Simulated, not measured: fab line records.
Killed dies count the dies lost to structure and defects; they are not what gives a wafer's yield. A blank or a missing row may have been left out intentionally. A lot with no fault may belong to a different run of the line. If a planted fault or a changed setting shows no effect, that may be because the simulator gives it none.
Which of the tools did it? + flow nand harc + 15 lots with 42 wafers sampled at 5 steps, on a route of 1302 steps

== WHAT THE GAUGES READ, wafer by wafer ==
NHARC_A_ONON_D2_THK_MEAS_02: measures by ellipsometry. Usual: thk nm at 1000 nm, with a standard deviation of 8.2.
| lot  | measured     | on            | thk nm (nm)    | flag |
|------|--------------|---------------|----------------|------|
| L682 | day 13 10:16 | film metro-02 | 991 990 990    |      |
| L683 | day 13 16:04 | film metro-01 | 994 994 995    |      |
| L685 | day 14 13:27 | film metro-02 | 998 996 996    |      |
| L684 | day 14 13:28 | film metro-01 | 1009 1008 1008 |      |
| L687 | day 15 12:07 | film metro-01 | 983 984 984    |      |
| L686 | day 15 12:10 | film metro-02 | 990 989 990    |      |
| L689 | day 16 04:29 | film metro-02 | 990 990 990    |      |
| L692 | day 16 23:33 | film metro-01 | 1002 1003 1001 |      |
| L691 | day 16 23:35 | film metro-01 | 1012 1010 1010 |      |
| L690 | day 16 23:40 | film metro-01 | 1004 1005 1005 |      |
| L697 | day 19 17:33 | film metro-01 | 1007 659       | OFF  |
| L699 | day 20 00:41 | film metro-01 | 995 647        | OFF  |
| L700 | day 20 20:56 | film metro-01 | 997 648        | OFF  |
| L701 | day 21 11:24 | film metro-02 | 1001 1001 1003 |      |
| L703 | day 21 19:38 | film metro-02 | 1001 1002 1004 |      |

NHARC_END_SORT_01. Usual: killed at array 53, standard deviation 19; killed at other 0.8, standard deviation 1.2; killed at periphery 3.7, standard deviation 2.3; killed dies 57, standard deviation 19; killed open 3.2, standard deviation 1.7; killed short 2.6, standard deviation 1.8.
| lot  | measured     | on        | killed at array | killed at other | killed at periphery | killed dies | killed open | killed short | flag |
|------|--------------|-----------|-----------------|-----------------|---------------------|-------------|-------------|--------------|------|
| L697 | day 33 00:43 | prober-02 | 29 668          | 0 2             | 4 7                 | 33 677      | 3 1         | 0 4          | OFF  |
| L699 | day 33 03:26 | prober-01 | 35 662          | 1 5             | 6 10                | 42 677      | 2 4         | 5 2          | OFF  |
| L700 | day 33 11:13 | prober-01 | 45 672          | 1 1             | 7 4                 | 53 677      | 7 3         | 3 1          | OFF  |

== TOOL THAT RAN EACH LOT (tool first, then ch and the chambers of the sampled wafers, then the start) ==
| lot  | NHARC_A_CHANNEL_FILL_D1_ALD_25   | NHARC_A_CHANNEL_FILL_D1_CMP_10 | NHARC_A_ONON_D2_DEP_00           |
|------|----------------------------------|--------------------------------|----------------------------------|
| L682 | ald hk-03 ch 1,2,3, day 11 14:32 | cmp-01 ch 0,3, day 12 00:02    | pecvd onon-01 ch 0, day 13 09:52 |
| L683 | ald hk-02 ch 1,2, day 11 19:13   | cmp-01 ch 1,2, day 12 06:43    | pecvd onon-03 ch 0, day 13 15:40 |
| L685 | ald hk-03 ch 1,2,3, day 12 15:28 | cmp-04 ch 0,2, day 13 02:07    | pecvd onon-02 ch 0, day 14 12:56 |
| L684 | ald hk-01 ch 1,3, day 12 15:29   | cmp-01 ch 1,3, day 13 02:08    | pecvd onon-03 ch 0, day 14 13:01 |
| L687 | ald hk-03 ch 1,2,3, day 13 13:58 | cmp-04 ch 1,2,3, day 14 01:16  | pecvd onon-02 ch 0, day 15 11:37 |
| L686 | ald hk-02 ch 0,2,3, day 13 15:36 | cmp-01 ch 1,3, day 14 01:16    | pecvd onon-03 ch 0, day 15 11:42 |
| L689 | ald hk-01 ch 0,2,3, day 14 02:14 | cmp-04 ch 1,3, day 14 13:42    | pecvd onon-01 ch 0, day 16 04:05 |
| L692 | ald hk-02 ch 1,3, day 14 22:49   | cmp-01 ch 0,2, day 15 10:13    | pecvd onon-02 ch 0, day 16 23:02 |
| L691 | ald hk-03 ch 0,2,3, day 14 23:25 | cmp-01 ch 0,1,3, day 15 10:05  | pecvd onon-03 ch 0, day 16 23:04 |
| L690 | ald hk-01 ch 0,1, day 14 23:26   | cmp-03 ch 0,3, day 15 10:06    | pecvd onon-01 ch 0, day 16 23:13 |
| L697 | ald hk-01 ch 2,3, day 17 17:08   | cmp-03 ch 1,3, day 18 03:14    | pecvd onon-02 ch 0, day 19 17:13 |
| L699 | ald hk-01 ch 1,3, day 18 03:52   | cmp-03 ch 0,1, day 18 13:22    | pecvd onon-02 ch 0, day 20 00:10 |
| L700 | ald hk-01 ch 0,1, day 18 22:25   | cmp-04 ch 0,3, day 19 09:48    | pecvd onon-02 ch 0, day 20 20:25 |
| L701 | ald hk-03 ch 0,1,2, day 19 11:53 | cmp-03 ch 1,2,3, day 19 22:02  | pecvd onon-01 ch 0, day 21 10:53 |
| L703 | ald hk-03 ch 0,1,2, day 19 23:22 | cmp-04 ch 0,2, day 20 10:10    | pecvd onon-03 ch 0, day 21 19:08 |
- NHARC_A_CHANNEL_FILL_D1_ALD_25: deposits SiOx, target thk 60 nm, pulse time 10 s, ald cycles 600.
- NHARC_A_CHANNEL_FILL_D1_CMP_10: polishes, target thk 150 nm.
- NHARC_A_ONON_D2_DEP_00: target thk 1000 nm.

== AS READ BY THE TOOLS THEMSELVES (means over the sampled wafers that have a number; for cases with no such wafer, the mark the record gives instead) ==
NHARC_A_CHANNEL_FILL_D1_ALD_25. Usual: heater power w 456 W, standard deviation 42; precursor pulse height rel 1.000, standard deviation 0.02.
| lot  | tool      | heater power w (W) | precursor pulse height rel | flag |
|------|-----------|--------------------|----------------------------|------|
| L682 | ald hk-03 | 436                | 0.999                      |      |
| L683 | ald hk-02 | 404                | 0.982                      |      |
| L685 | ald hk-03 | 444                | 1.006                      |      |
| L684 | ald hk-01 | 481                | 0.994                      |      |
| L687 | ald hk-03 | 446                | 1.004                      |      |
| L686 | ald hk-02 | 440                | 0.999                      |      |
| L689 | ald hk-01 | 483                | 1.012                      |      |
| L692 | ald hk-02 | 428                | 0.995                      |      |
| L691 | ald hk-03 | 431                | 0.998                      |      |
| L690 | ald hk-01 | 485                | 0.991                      |      |
| L697 | ald hk-01 | 466                | 0.980                      |      |
| L699 | ald hk-01 | 466                | 1.037                      |      |
| L700 | ald hk-01 | 510                | 0.998                      |      |
| L701 | ald hk-03 | 454                | 1.004                      |      |
| L703 | ald hk-03 | 447                | 0.993                      |      |

NHARC_A_CHANNEL_FILL_D1_CMP_10. Usual: motor current A 12.4 A, standard deviation 1.2; time to endpoint s 15.0 s, standard deviation 2.7.
| lot  | tool   | motor current A (A) | time to endpoint s (s) | flag |
|------|--------|---------------------|------------------------|------|
| L682 | cmp-01 | 12.2                | 15.0                   |      |
| L683 | cmp-01 | 12.9                | 12.6                   |      |
| L685 | cmp-04 | 13.0                | 17.5                   |      |
| L684 | cmp-01 | 13.0                | 13.9                   |      |
| L687 | cmp-04 | 12.9                | 17.6                   |      |
| L686 | cmp-01 | 13.0                | 13.9                   |      |
| L689 | cmp-04 | 12.2                | 15.6                   |      |
| L692 | cmp-01 | 12.5                | 14.9                   |      |
| L691 | cmp-01 | 12.5                | 14.5                   |      |
| L690 | cmp-03 | 11.8                | 16.9                   |      |
| L697 | cmp-03 | 11.9                | 17.5                   |      |
| L699 | cmp-03 | 12.8                | 15.9                   |      |
| L700 | cmp-04 | 11.1                | 16.2                   |      |
| L701 | cmp-03 | 11.8                | 15.3                   |      |
| L703 | cmp-04 | 13.1                | 12.8                   |      |

== THE ANSWER, worked out from the rows above alone ==
Rule: a lot is off if the mean of its wafers that have a number lies more than 3 standard deviations from the usual mean. A lot without any number at a reading at which 4 lots or more have one is off too. All remaining lots with rows at the step are treated as sound. The gauges are gone through in route order, then the tools' own readings, and for those a lot's mean is taken as printed above. The first step at which some lot is off is used, and at that step the reading that is off furthest; a lot without a number counts as furthest.
Off: L697, L699, L700 (NHARC_A_ONON_D2_THK_MEAS_02, thk nm).
If a tool, at a process step before that reading, ran all the lots that are off and no sound lot after the first of them, it fits. Not tried: the gauges at NHARC_A_ONON_D2_THK_MEAS_02; whatever is off there is also off at NHARC_END_SORT_01, on other tools, and gauge error can't account for it. This does not decide it: 2 tools fit, namely ald hk-01 at NHARC_A_CHANNEL_FILL_D1_ALD_25 and pecvd onon-02 at NHARC_A_ONON_D2_DEP_00.

== WHAT THE SIMULATOR HAD PUT IN ==
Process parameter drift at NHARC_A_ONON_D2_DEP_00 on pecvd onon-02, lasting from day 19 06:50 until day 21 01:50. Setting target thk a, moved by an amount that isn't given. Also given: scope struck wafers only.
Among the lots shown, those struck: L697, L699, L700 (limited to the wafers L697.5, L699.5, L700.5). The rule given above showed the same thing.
